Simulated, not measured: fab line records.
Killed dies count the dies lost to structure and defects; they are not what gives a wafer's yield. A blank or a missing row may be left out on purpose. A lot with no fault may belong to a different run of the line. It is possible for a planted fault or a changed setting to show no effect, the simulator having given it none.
A single fault, viewed from 3 desks -- flow n5Finfet -- each desk has only its own numbers; what lay behind them comes last

== THE DEFECT DESK ==
What the inspections along the route counted, lot by lot: means of the sampled wafers that have a number. If a lot's mean is further than 4 standard deviations from the usual mean, the lot is out of limits and carries the mark OUT (the distance appears in the brackets).
Columns: A = rawDefectCount at N5_BEOL_M2_INSPECT_13, usual 413
lot,first seen here,A
L854,day 6 22:00,473
L862,day 9 02:49,362
L870,day 10 18:37,431
L869,day 10 22:47,404
L872,day 11 11:59,395
L874,day 11 19:57,511
Finding of this desk: none of the 6 lots has anything out of limits.

== FROM THE METROLOGY DESK ==
Means of the sampled wafers that have a number, per lot and without regard to the tool the lot ran on: this is what the gauges read. If a lot's mean is further than 4 standard deviations from the usual mean, the lot is out of limits and carries the mark OUT (the distance appears in the brackets). It has 12 readings; the 7 that lie furthest out on some lot are the ones shown.
Columns: A = M2_OVL at N5_BEOL_M2_OVL_MEAS_12, usual -0.3 nm; B = DIBL_N at N5_BEOL_M4_RC_MEAS_101, usual 35.4 mV/V; C = DIBL_P at N5_BEOL_M4_RC_MEAS_101, usual 34.8 mV/V; D = ION_N at N5_BEOL_M4_RC_MEAS_101, usual 677 uA/um; E = ION_P at N5_BEOL_M4_RC_MEAS_101, usual 462 uA/um; F = SS_N at N5_BEOL_M4_RC_MEAS_101, usual 71.4 mV/dec; G = VT_P at N5_BEOL_M4_RC_MEAS_101, usual -251 mV
lot,first seen here,A,B,C,D,E,F,G
L854,day 6 21:55,-1.2,33.8,31.0,675,469,70.7,-250
L862,day 9 02:43,0.3,33.3,33.9,663,454,70.9,-255
L870,day 10 18:31,-0.6,34.6,34.4,679,459,71.2,-253
L869,day 10 22:42,-0.4,37.0,36.6,671,462,72.3,-250
L872,day 11 11:53,-0.3,35.1,35.1,678,463,71.7,-251
L874,day 11 19:52,0.5,34.9,33.9,692,470,71.2,-250
Finding of this desk: none of the 6 lots has anything out of limits.

== AT THE TOOL OWNER'S DESK: rieMetal-02 ==
The tool's own readings at N5_BEOL_M2_HM_OPEN_17 (chemistry Cl2/BCl3, target TiN, target depth 20 nm, overetch 6 nm): means of the sampled wafers that have a number, for each lot that ran on this tool. If a lot's mean is further than 4 standard deviations from the usual mean, the lot is out of limits and carries the mark OUT (the distance appears in the brackets).
Columns: A = bcl3FlowSccm at N5_BEOL_M2_HM_OPEN_17, usual 21.74 sccm; B = drypumpMotorCurrentA at N5_BEOL_M2_HM_OPEN_17, usual 5.7 A; C = heBacksideLeakSccm at N5_BEOL_M2_HM_OPEN_17, usual 3.37 sccm; D = oesProductAu at N5_BEOL_M2_HM_OPEN_17, usual 0.64 a.u.; E = rfFwdPowerW at N5_BEOL_M2_HM_OPEN_17, usual 994 W; F = throttleValvePct at N5_BEOL_M2_HM_OPEN_17, usual 22.08 %
lot,first seen here,A,B,C,D,E,F
L862,day 9 03:59,21.86,5.7,3.63,0.54,992,22.50
L869,day 10 23:04,21.71,5.6,3.36,0.61,990,22.29
L872,day 11 12:35,21.72,5.5,3.56,0.66,993,22.11
Finding of this desk: none of the 3 lots has anything out of limits.

== ALL TOGETHER ==
Nothing out of limits was seen by the defect desk.
Metrology desk: nothing out of limits seen.
The desk of the tool owner found nothing out of limits.

== WHAT WAS PUT IN BY THE SIMULATOR ==
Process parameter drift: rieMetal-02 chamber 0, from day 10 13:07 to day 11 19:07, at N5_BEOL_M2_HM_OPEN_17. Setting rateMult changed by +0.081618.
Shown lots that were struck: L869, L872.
